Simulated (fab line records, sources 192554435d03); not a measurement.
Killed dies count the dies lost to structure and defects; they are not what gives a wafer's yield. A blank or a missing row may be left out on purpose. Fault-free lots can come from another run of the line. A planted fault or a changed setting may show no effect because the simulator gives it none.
Split-lot trial / flow n5Finfet / route with 1938 steps; 7 lots, 21 wafers read

ON THE SPLIT
At N5_MOL_CONTACT_COAG_ETCHBACK_136 (etches SiO2 in CHF3, target depth 25 nm, time 16.7 s), the setting targetDepthA was moved away from the recipe's 250 angstrom on 6 of the 21 wafers read, by -7.0% to +10.8%. The other wafers ran this setting at the recipe's value.

FROM THE SPLIT ON TO THE READING: in between, the file shows 1 step
- N5_MOL_CONTACT_COAG_STRIP_120: strips in CHF3

THE READING
MOL_CONTACT_COAG.featureDepthNm (the simulator's own value, which no gauge read), in nm, at N5_MOL_CONTACT_COAG_VIA_ETCH_117 (etches SiO2 in C4F6/O2, target depth 40 nm, overetch 8 nm, time 26 s). There is no usual value for it anywhere in the file. Here, 15 wafers ran the recipe; their average is 39.9 nm with a standard deviation of 0.3 nm.

wafer=L077.3; tool, chamber at the split=rieDiel-04, 3,2; targetDepthA as run, angstrom=250; against the recipe=recipe; MOL_CONTACT_COAG.featureDepthNm, nm=39.6; against lot-mates on the recipe=-
wafer=L077.4; tool, chamber at the split=rieDiel-04, 0; targetDepthA as run, angstrom=263.3; against the recipe=+5.3%; MOL_CONTACT_COAG.featureDepthNm, nm=39; against lot-mates on the recipe=-0.5
wafer=L077.5; tool, chamber at the split=rieDiel-04, 3,2; targetDepthA as run, angstrom=250; against the recipe=recipe; MOL_CONTACT_COAG.featureDepthNm, nm=39.4; against lot-mates on the recipe=-
wafer=L078.2; tool, chamber at the split=rieDiel-06, 1,2; targetDepthA as run, angstrom=232.4; against the recipe=-7.0%; MOL_CONTACT_COAG.featureDepthNm, nm=41.8; against lot-mates on the recipe=+2.0
wafer=L078.5; tool, chamber at the split=rieDiel-06, 3; targetDepthA as run, angstrom=250; against the recipe=recipe; MOL_CONTACT_COAG.featureDepthNm, nm=39.8; against lot-mates on the recipe=-
wafer=L078.6; tool, chamber at the split=rieDiel-06, 1,2; targetDepthA as run, angstrom=232.4; against the recipe=-7.0%; MOL_CONTACT_COAG.featureDepthNm, nm=42; against lot-mates on the recipe=+2.2
wafer=L082.1; tool, chamber at the split=rieDiel-02, 3,2,2; targetDepthA as run, angstrom=250; against the recipe=recipe; MOL_CONTACT_COAG.featureDepthNm, nm=40.6; against lot-mates on the recipe=-
wafer=L082.2; tool, chamber at the split=rieDiel-02, 3,2,2; targetDepthA as run, angstrom=250; against the recipe=recipe; MOL_CONTACT_COAG.featureDepthNm, nm=39.8; against lot-mates on the recipe=-
wafer=L082.5; tool, chamber at the split=rieDiel-02, 3,2,2; targetDepthA as run, angstrom=250; against the recipe=recipe; MOL_CONTACT_COAG.featureDepthNm, nm=39.8; against lot-mates on the recipe=-
wafer=L090.1; tool, chamber at the split=rieDiel-06, 1,3; targetDepthA as run, angstrom=250; against the recipe=recipe; MOL_CONTACT_COAG.featureDepthNm, nm=40; against lot-mates on the recipe=-
wafer=L090.3; tool, chamber at the split=rieDiel-06, 1,3; targetDepthA as run, angstrom=250; against the recipe=recipe; MOL_CONTACT_COAG.featureDepthNm, nm=39.6; against lot-mates on the recipe=-
wafer=L090.6; tool, chamber at the split=rieDiel-06, 2; targetDepthA as run, angstrom=276.9; against the recipe=+10.8%; MOL_CONTACT_COAG.featureDepthNm, nm=37.6; against lot-mates on the recipe=-2.2
wafer=L091.1; tool, chamber at the split=rieDiel-06, 0; targetDepthA as run, angstrom=270.8; against the recipe=+8.3%; MOL_CONTACT_COAG.featureDepthNm, nm=38; against lot-mates on the recipe=-2.1
wafer=L091.3; tool, chamber at the split=rieDiel-06, 1,2; targetDepthA as run, angstrom=250; against the recipe=recipe; MOL_CONTACT_COAG.featureDepthNm, nm=40; against lot-mates on the recipe=-
wafer=L091.4; tool, chamber at the split=rieDiel-06, 1,2; targetDepthA as run, angstrom=250; against the recipe=recipe; MOL_CONTACT_COAG.featureDepthNm, nm=40.2; against lot-mates on the recipe=-
wafer=L095.1; tool, chamber at the split=rieDiel-06, 1,3; targetDepthA as run, angstrom=250; against the recipe=recipe; MOL_CONTACT_COAG.featureDepthNm, nm=40.2; against lot-mates on the recipe=-
wafer=L095.3; tool, chamber at the split=rieDiel-06, 1,3; targetDepthA as run, angstrom=250; against the recipe=recipe; MOL_CONTACT_COAG.featureDepthNm, nm=39.8; against lot-mates on the recipe=-
wafer=L095.5; tool, chamber at the split=rieDiel-06, 0; targetDepthA as run, angstrom=261.9; against the recipe=+4.8%; MOL_CONTACT_COAG.featureDepthNm, nm=39.2; against lot-mates on the recipe=-0.8
wafer=L097.1; tool, chamber at the split=rieDiel-02, 1,2,0; targetDepthA as run, angstrom=250; against the recipe=recipe; MOL_CONTACT_COAG.featureDepthNm, nm=40.2; against lot-mates on the recipe=-
wafer=L097.2; tool, chamber at the split=rieDiel-02, 1,2,0; targetDepthA as run, angstrom=250; against the recipe=recipe; MOL_CONTACT_COAG.featureDepthNm, nm=39.8; against lot-mates on the recipe=-
wafer=L097.4; tool, chamber at the split=rieDiel-02, 1,2,0; targetDepthA as run, angstrom=250; against the recipe=recipe; MOL_CONTACT_COAG.featureDepthNm, nm=39.6; against lot-mates on the recipe=-
When a row names more than one chamber, that row covers several wafers, and the file does not tell which wafer ran in which chamber.

THE FIT
A straight line over all 21 wafers: MOL_CONTACT_COAG.featureDepthNm changes by -0.233 nm for each +1% of targetDepthA; r = -0.95; the points scatter about the line by 0.31 nm.
The same after taking each lot's own level away (the mean of its wafers on the recipe; 21 wafers): -0.235 nm for each +1%; r = -0.95; scatter 0.31 nm.
According to that fit, moving targetDepthA by its largest amount changes the reading by 2.5 nm.
From 39.50 to 40.10 nm: that is the span of the lots' own levels, equal to 2.0 times the standard deviation above.
Hence the lot-to-lot level has little effect on the slope; both slopes agree.
Check: with one of the wafers moved furthest among these (+10.8%) left out of the fit, the line predicts -2.55 nm for it against its lot-mates. Against them it came out at -2.2 nm.

OTHER SPLITS APPLIED TO THESE WAFERS
Other splits were also applied to these wafers ahead of the reading. Each is held against what the fit with the lots' levels taken away leaves over:
other split on the same wafers=N5_MOL_CONTACT_COAG_COAT_104 spinRpm; wafers away from the commonest value=6; r with MOL_CONTACT_COAG.featureDepthNm (lot level and that fit taken away)=+0.11
other split on the same wafers=N5_MOL_CONTACT_COAG_PECVD_31 tempC; wafers away from the commonest value=9; r with MOL_CONTACT_COAG.featureDepthNm (lot level and that fit taken away)=+0.18

THE WHOLE CHAIN: every reading that the file lists as answering this split, in the file's order
step=N5_MOL_CONTACT_COAG_VIA_ETCH_117; what it does=etches SiO2 in C4F6/O2, target depth 40 nm, overetch 8 nm, time 26 s; reading=etch.depthNm (the simulator's own value, which no gauge read); change (the file's fit)=-0.219 nm for each +1% of the setting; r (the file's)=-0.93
step=N5_MOL_CONTACT_COAG_VIA_ETCH_117; what it does=etches SiO2 in C4F6/O2, target depth 40 nm, overetch 8 nm, time 26 s; reading=MOL_CONTACT_COAG.featureDepthNm (the simulator's own value, which no gauge read); change (the file's fit)=-0.219 nm for each +1% of the setting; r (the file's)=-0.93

FILE'S OWN FIT
MOL_CONTACT_COAG.featureDepthNm changes by -0.219 nm for each +1% of targetDepthA, r = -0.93.
